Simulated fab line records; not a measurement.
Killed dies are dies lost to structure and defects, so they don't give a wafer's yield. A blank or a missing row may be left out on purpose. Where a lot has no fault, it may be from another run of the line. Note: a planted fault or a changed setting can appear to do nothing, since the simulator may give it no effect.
Which of the tools did it? ; flow n5-finfet ; 35 wafers from 15 lots sampled at 3 of the route's 1938 steps

## WHAT THE GAUGES SHOWED, per wafer
N5_FIN_SAQP_OVL_MEAS_17. Usual: FIN_CORE_OVL -0.1 nm, standard deviation 0.98.
lot;measured;on;FIN_CORE_OVL (nm);flag
L298;day 2 16:28;overlay-01;-0.6 1.2;
L300;day 3 06:05;overlay-01;-1.4 0.4;
L301;day 3 09:59;overlay-01;-1.2 -1.0;
L302;day 3 16:42;overlay-02;-1.4 -0.8;
L303;day 3 22:13;overlay-01;0.2 -0.1;
L304;day 4 04:08;overlay-01;-0.1 0.9;
L308;day 5 04:34;overlay-01;0.1 -1.4;
L309;day 5 09:48;overlay-01;0.8 0.4;
L311;day 5 22:29;overlay-01;0.4 -0.3 0.2;
L312;day 6 03:29;overlay-02;-0.5 1.1;
L313;day 6 09:40;overlay-01;1.0 -0.4;
L314;day 6 15:30;overlay-01;-0.9 -1.2 -0.1;
L316;day 7 04:14;overlay-01;4.7 5.0 4.8;OFF
L317;day 7 09:32;overlay-01;5.1 6.2 5.2;OFF
L318;day 7 19:35;overlay-01;4.3 4.5 4.6;OFF

## TOOL THAT RAN EACH LOT (tool first, then ch and the chambers of the sampled wafers, then the start)
lot;N5_FIN_SAQP_PECVD_47;N5_FIN_SAQP_EXPOSE_13
L298;pecvd-02 ch 0,1, day 2 15:47;arfi-scanner-03 ch 0, day 2 16:19
L300;pecvd-02 ch 1,2, day 3 04:10;arfi-scanner-02 ch 0, day 3 05:55
L301;pecvd-01 ch 2, day 3 09:16;arfi-scanner-01 ch 0, day 3 09:50
L302;pecvd-01 ch 2, day 3 16:00;arfi-scanner-03 ch 0, day 3 16:32
L303;pecvd-01 ch 1,2, day 3 21:39;arfi-scanner-03 ch 0, day 3 22:03
L304;pecvd-04 ch 0,1, day 4 03:28;arfi-scanner-01 ch 0, day 4 03:59
L308;pecvd-04 ch 0,2, day 5 03:53;arfi-scanner-01 ch 0, day 5 04:25
L309;pecvd-02 ch 1, day 5 09:06;arfi-scanner-03 ch 0, day 5 09:38
L311;pecvd-04 ch 0,1, day 5 21:55;arfi-scanner-03 ch 0, day 5 22:19
L312;pecvd-01 ch 1,2, day 6 02:47;arfi-scanner-01 ch 0, day 6 03:19
L313;pecvd-02 ch 1,2, day 6 08:56;arfi-scanner-03 ch 0, day 6 09:30
L314;pecvd-04 ch 0,2, day 6 14:55;arfi-scanner-03 ch 0, day 6 15:20
L316;pecvd-02 ch 0,1, day 7 03:40;arfi-scanner-01 ch 0, day 7 04:05
L317;pecvd-02 ch 0,1,2, day 7 08:59;arfi-scanner-01 ch 0, day 7 09:23
L318;pecvd-04 ch 0,1, day 7 19:01;arfi-scanner-01 ch 0, day 7 19:25
- N5_FIN_SAQP_PECVD_47: deposits a-Si from SiH4/He, target thk 45 nm, time 36.3 s.
- N5_FIN_SAQP_EXPOSE_13: exposes mask FIN CORE, target cd 35.6 nm.

## WHAT THE TOOLS THEMSELVES READ (means of the sampled wafers that have a number; where no wafer has one, the mark that the record gives instead)
N5_FIN_SAQP_PECVD_47. Usual: heater-power-w 845 W, standard deviation 84; showerhead-plenum-p-Torr 5.66 Torr, standard deviation 0.034; showerhead-vpp-V 620 V, standard deviation 40; throttle-valve-pct 18.6 %, standard deviation 0.42.
lot;tool;heater-power-w (W);showerhead-plenum-p-Torr (Torr);showerhead-vpp-V (V);throttle-valve-pct (%);flag
L298;pecvd-02;951;5.67;632;18.6;
L300;pecvd-02;850;5.63;650;18.8;
L301;pecvd-01;799;5.66;545;17.9;
L302;pecvd-01;802;5.67;548;17.8;
L303;pecvd-01;820;5.67;560;18.4;
L304;pecvd-04;820;5.67;636;18.4;
L308;pecvd-04;791;5.62;654;18.2;
L309;pecvd-02;884;5.62;647;18.4;
L311;pecvd-04;770;5.64;642;18.5;
L312;pecvd-01;894;5.67;560;18.3;
L313;pecvd-02;796;5.62;653;18.7;
L314;pecvd-04;747;5.62;663;18.3;
L316;pecvd-02;886;5.67;625;18.5;
L317;pecvd-02;807;5.64;641;18.6;
L318;pecvd-04;900;5.68;633;18.2;

## THE ANSWER, worked out from the rows above alone
Rule: lot off if the mean of its wafers having a number is beyond 3 standard deviations from the usual mean. A lot without any number at a reading at which 4 lots or more have one is off too. The other lots that the step has rows for count as sound. After the gauges, taken in route order, come the tools' own readings; for these a lot's mean is taken, as printed above. The first step at which some lot is off is used, and at that step the reading that is off furthest; a lot without a number counts as furthest.
Off: at N5_FIN_SAQP_OVL_MEAS_17 (FIN_CORE_OVL), L316, L317, L318.
A tool fits if, at a process step before that reading, it ran every lot that is off, and no sound lot after the first of them. The gauges at N5_FIN_SAQP_OVL_MEAS_17 are tried like those tools. This does not decide it: 2 tools fit, namely arfi-scanner-01 at N5_FIN_SAQP_EXPOSE_13 and overlay-01 at N5_FIN_SAQP_OVL_MEAS_17.

## WHAT THE SIMULATOR HAD INSERTED
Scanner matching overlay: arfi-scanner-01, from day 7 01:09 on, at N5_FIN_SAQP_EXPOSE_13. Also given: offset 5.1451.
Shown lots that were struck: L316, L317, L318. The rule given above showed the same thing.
